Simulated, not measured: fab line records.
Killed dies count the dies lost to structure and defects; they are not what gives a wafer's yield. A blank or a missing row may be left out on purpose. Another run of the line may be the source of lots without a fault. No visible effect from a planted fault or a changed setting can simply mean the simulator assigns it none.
Chamber matching | flow n5_finfet | N5_BEOL_M9_VIA_ETCH_34 on rie_diel-06: 4 sister chambers
The step etches SiCOH lowk in C4F6/O2, target depth 182.4 nm, time 68.4 s. 16 wafers are shown with their chamber, then 8 later ones without.

== WAFERS, EACH WITH ITS CHAMBER ==
wafer  | chamber | drypump_motor_current_A (A) | rf_vpp_V (V) | showerhead_plenum_p_Torr (Torr)
L074.3 | 1       | 6.50                        | 694          | 2.92
L074.4 | 0       | 5.78                        | 667          | 2.93
L074.5 | 2       | 6.04                        | 657          | 2.78
L075.2 | 0       | 5.79                        | 667          | 2.93
L075.4 | 2       | 6.07                        | 658          | 2.78
L075.6 | 2       | 6.02                        | 657          | 2.78
L078.1 | 1       | 6.50                        | 694          | 2.92
L078.2 | 0       | 5.80                        | 667          | 2.93
L078.6 | 3       | 5.79                        | 655          | 2.83
L079.1 | 2       | 6.05                        | 657          | 2.78
L079.4 | 3       | 5.77                        | 653          | 2.83
L079.5 | 1       | 6.50                        | 693          | 2.91
L083.3 | 1       | 6.51                        | 693          | 2.91
L083.5 | 1       | 6.50                        | 693          | 2.91
L083.6 | 0       | 5.80                        | 668          | 2.92
L092.2 | 1       | 6.51                        | 692          | 2.90

SIGNATURES, as means of the wafers listed above
reading                  | chamber 0 | chamber 1 | chamber 2 | chamber 3 | scatter within a chamber
drypump_motor_current_A  | 5.7925    | 6.5033    | 6.0450    | 5.7800    | 0.0126
rf_vpp_V                 | 667.25    | 693.17    | 657.25    | 654.00    | 0.726
showerhead_plenum_p_Torr | 2.9275    | 2.9117    | 2.7800    | 2.8300    | 0.00546
Rule: for each reading, subtract the chamber's mean from the wafer's reading, divide by that reading's scatter and square the result; add these up over the readings and take the root, which gives the wafer's distance from the chamber. The wafer belongs to the nearest chamber; if the next one is less than 2 further off, it can't be placed. The scatter is the square root of a quotient: the sum, over the shown wafers, of each reading's squared deviation from its chamber's mean, divided by wafers minus chambers.

== WAFERS MISSING THEIR CHAMBER ==
wafer  | drypump_motor_current_A (A) | rf_vpp_V (V) | showerhead_plenum_p_Torr (Torr)
L092.3 | 6.03                        | 657          | 2.76
L092.5 | 6.51                        | 694          | 2.90
L093.3 | 6.02                        | 656          | 2.76
L093.5 | 6.50                        | 694          | 2.90
L093.6 | 5.80                        | 667          | 2.91
L097.1 | 5.80                        | 653          | 2.82
L097.2 | 5.80                        | 666          | 2.91
L097.6 | 5.80                        | 654          | 2.82

== WHICH CHAMBER EACH WENT THROUGH ==
wafer  | from the rows above | in truth
L092.3 | 2                   | 2
L092.5 | 1                   | 1
L093.3 | 2                   | 2
L093.5 | 1                   | 1
L093.6 | 0                   | 0
L097.1 | 3                   | 3
L097.2 | 0                   | 0
L097.6 | 3                   | 3
Correct placement for 8 of the 8. Not placeable from these rows: 0. Placed wrongly: 0.
